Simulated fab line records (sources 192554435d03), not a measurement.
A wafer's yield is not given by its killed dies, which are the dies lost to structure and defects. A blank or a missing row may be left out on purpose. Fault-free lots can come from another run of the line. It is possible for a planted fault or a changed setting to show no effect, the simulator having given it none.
What tool caused it? || flow n5_finfet || 12 lots, 36 wafers sampled, at 4 steps of a route of 1938

== WHAT THE GAUGES READ, wafer by wafer ==
N5_BEOL_M3_INSPECT_59: inspects for defects (darkfield).
{"lot": "L075", "measured": "day 7 09:09", "on": "defect_inspect-02", "raw_defect_count": "42 69 31"}
{"lot": "L077", "measured": "day 8 02:18", "on": "defect_inspect-02", "raw_defect_count": "32 70 46"}
{"lot": "L079", "measured": "day 8 15:42", "on": "defect_inspect-01", "raw_defect_count": "151 144 156"}
{"lot": "L081", "measured": "day 9 09:10", "on": "defect_inspect-01", "raw_defect_count": "147 94 102"}
{"lot": "L084", "measured": "day 9 12:54", "on": "defect_inspect-02", "raw_defect_count": "60 59 82"}
{"lot": "L085", "measured": "day 10 01:20", "on": "defect_inspect-02", "raw_defect_count": "76 67 81"}
{"lot": "L086", "measured": "day 11 01:21", "on": "defect_inspect-01", "raw_defect_count": "102 96 90"}
{"lot": "L089", "measured": "day 11 19:31", "on": "defect_inspect-01", "raw_defect_count": "88 115 114"}
{"lot": "L091", "measured": "day 12 00:47", "on": "defect_inspect-01", "raw_defect_count": "66 77 53"}
{"lot": "L092", "measured": "day 12 04:25", "on": "defect_inspect-01", "raw_defect_count": "84 66 55"}
{"lot": "L094", "measured": "day 12 18:28", "on": "defect_inspect-01", "raw_defect_count": "61 107 67"}
{"lot": "L096", "measured": "day 13 21:52", "on": "defect_inspect-02", "raw_defect_count": "83 60 43"}

== WHAT TOOL EACH LOT RAN ON (gives the tool, then ch and the chambers of the sampled wafers, and finally the start) ==
{"lot": "L075", "N5_BEOL_M3_SPUTTER_81": "pvd_sputter-03, day 7 06:46", "N5_BEOL_M3_ANNEAL_89": "pvd_sputter-03, day 7 07:17", "N5_BEOL_M3_SPUTTER_96": "pvd_sputter-03, day 7 08:05"}
{"lot": "L077", "N5_BEOL_M3_SPUTTER_81": "pvd_sputter-03, day 7 23:54", "N5_BEOL_M3_ANNEAL_89": "pvd_sputter-03, day 8 00:25", "N5_BEOL_M3_SPUTTER_96": "pvd_sputter-03, day 8 01:13"}
{"lot": "L079", "N5_BEOL_M3_SPUTTER_81": "pvd_sputter-03, day 8 13:19", "N5_BEOL_M3_ANNEAL_89": "pvd_sputter-03, day 8 13:50", "N5_BEOL_M3_SPUTTER_96": "pvd_sputter-03, day 8 14:38"}
{"lot": "L081", "N5_BEOL_M3_SPUTTER_81": "pvd_sputter-01, day 9 05:53", "N5_BEOL_M3_ANNEAL_89": "pvd_sputter-01, day 9 06:25", "N5_BEOL_M3_SPUTTER_96": "pvd_sputter-01, day 9 08:05"}
{"lot": "L084", "N5_BEOL_M3_SPUTTER_81": "pvd_sputter-01, day 9 10:30", "N5_BEOL_M3_ANNEAL_89": "pvd_sputter-01, day 9 11:01", "N5_BEOL_M3_SPUTTER_96": "pvd_sputter-01, day 9 11:49"}
{"lot": "L085", "N5_BEOL_M3_SPUTTER_81": "pvd_sputter-02, day 9 22:49", "N5_BEOL_M3_ANNEAL_89": "pvd_sputter-02, day 9 23:20", "N5_BEOL_M3_SPUTTER_96": "pvd_sputter-02, day 10 00:08"}
{"lot": "L086", "N5_BEOL_M3_SPUTTER_81": "pvd_sputter-02, day 10 22:55", "N5_BEOL_M3_ANNEAL_89": "pvd_sputter-02, day 10 23:26", "N5_BEOL_M3_SPUTTER_96": "pvd_sputter-02, day 11 00:14"}
{"lot": "L089", "N5_BEOL_M3_SPUTTER_81": "pvd_sputter-03, day 11 17:07", "N5_BEOL_M3_ANNEAL_89": "pvd_sputter-03, day 11 17:38", "N5_BEOL_M3_SPUTTER_96": "pvd_sputter-03, day 11 18:26"}
{"lot": "L091", "N5_BEOL_M3_SPUTTER_81": "pvd_sputter-03, day 11 21:06", "N5_BEOL_M3_ANNEAL_89": "pvd_sputter-03, day 11 21:37", "N5_BEOL_M3_SPUTTER_96": "pvd_sputter-03, day 11 22:25"}
{"lot": "L092", "N5_BEOL_M3_SPUTTER_81": "pvd_sputter-01, day 12 01:31", "N5_BEOL_M3_ANNEAL_89": "pvd_sputter-01, day 12 02:06", "N5_BEOL_M3_SPUTTER_96": "pvd_sputter-01, day 12 03:00"}
{"lot": "L094", "N5_BEOL_M3_SPUTTER_81": "pvd_sputter-02, day 12 15:58", "N5_BEOL_M3_ANNEAL_89": "pvd_sputter-02, day 12 16:29", "N5_BEOL_M3_SPUTTER_96": "pvd_sputter-02, day 12 17:17"}
{"lot": "L096", "N5_BEOL_M3_SPUTTER_81": "pvd_sputter-02, day 13 19:29", "N5_BEOL_M3_ANNEAL_89": "pvd_sputter-02, day 13 20:00", "N5_BEOL_M3_SPUTTER_96": "pvd_sputter-02, day 13 20:48"}
- N5_BEOL_M3_SPUTTER_81: material Cu, target thk 4.5 nm, time 8.29 s.
- N5_BEOL_M3_ANNEAL_89: time 240 s.
- N5_BEOL_M3_SPUTTER_96: material Cu, target thk 4.5 nm, time 8.29 s.

== THE ANSWER, worked out from the rows above alone ==
Rule: usual is defined by the lots themselves. The widest of any qualifying gaps counts: lots, ordered by their means at a reading, are off when they make up no more than a third of the lots, leave a main group of 4 or more, and stand apart from it by 3 or more times the standard deviation of that group's means. A main group is skipped when, at the precision printed for the reading in the tables above, its means are all equal. Also off: a lot with no number at a reading for which 4 or more lots have one. Any other lot the step has rows for is counted as sound.
Nothing can be told from this: no lot is off at any reading shown.

== WHAT HAD BEEN PUT IN BY THE SIMULATOR ==
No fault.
